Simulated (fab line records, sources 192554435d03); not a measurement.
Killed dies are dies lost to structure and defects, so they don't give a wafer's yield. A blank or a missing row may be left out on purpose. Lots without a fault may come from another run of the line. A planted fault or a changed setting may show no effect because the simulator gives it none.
Chamber matching | flow n5_finfet | N5_PASSIVATION_STRIP_14 on rie_diel-01: 4 sister chambers
The step strips in O2. 8 wafers are shown with their chamber, then 7 later ones without.

WAFERS WITH THEIR CHAMBER
wafer  | chamber | showerhead_plenum_p_Torr (Torr) | oes_product_au (a.u.)
L691.6 | 1       | 2.21                            | 0.83
L695.1 | 3       | 2.03                            | 0.81
L699.6 | 0       | 2.15                            | 0.71
L709.1 | 3       | 2.02                            | 0.79
L709.2 | 2       | 2.14                            | 0.88
L709.3 | 0       | 2.15                            | 0.71
L710.2 | 1       | 2.20                            | 0.78
L710.4 | 2       | 2.14                            | 0.88

WAFERS WITHOUT THEIR CHAMBER
wafer  | showerhead_plenum_p_Torr (Torr) | oes_product_au (a.u.)
L710.6 | 2.14                            | 0.87
L711.3 | 2.14                            | 0.88
L711.4 | 2.20                            | 0.80
L711.5 | 2.15                            | 0.72
L712.4 | 2.14                            | 0.88
L712.5 | 2.15                            | 0.70
L712.6 | 2.02                            | 0.77

WHICH CHAMBER EACH WENT THROUGH
wafer  | from the rows above | in truth
L710.6 | 2                   | 2
L711.3 | 2                   | 2
L711.4 | 1                   | 1
L711.5 | 0                   | 0
L712.4 | 2                   | 2
L712.5 | 0                   | 0
L712.6 | 3                   | 3
Placed correctly: 7 of 7. Can't be placed from these rows: 0. Placed wrongly: 0.
How it was worked out, from the rows above alone: a wafer's distance from a chamber is the root of the sum, over the readings, of the square of ((its reading less the chamber's mean) divided by the reading's scatter). The wafer belongs to the nearest chamber; if the next one is less than 2 further off, it can't be placed. A chamber's mean is the mean of its shown wafers. The scatter: the root of (the sum of the squares of (reading less its chamber's mean) over the shown wafers, divided by (wafers less chambers)).
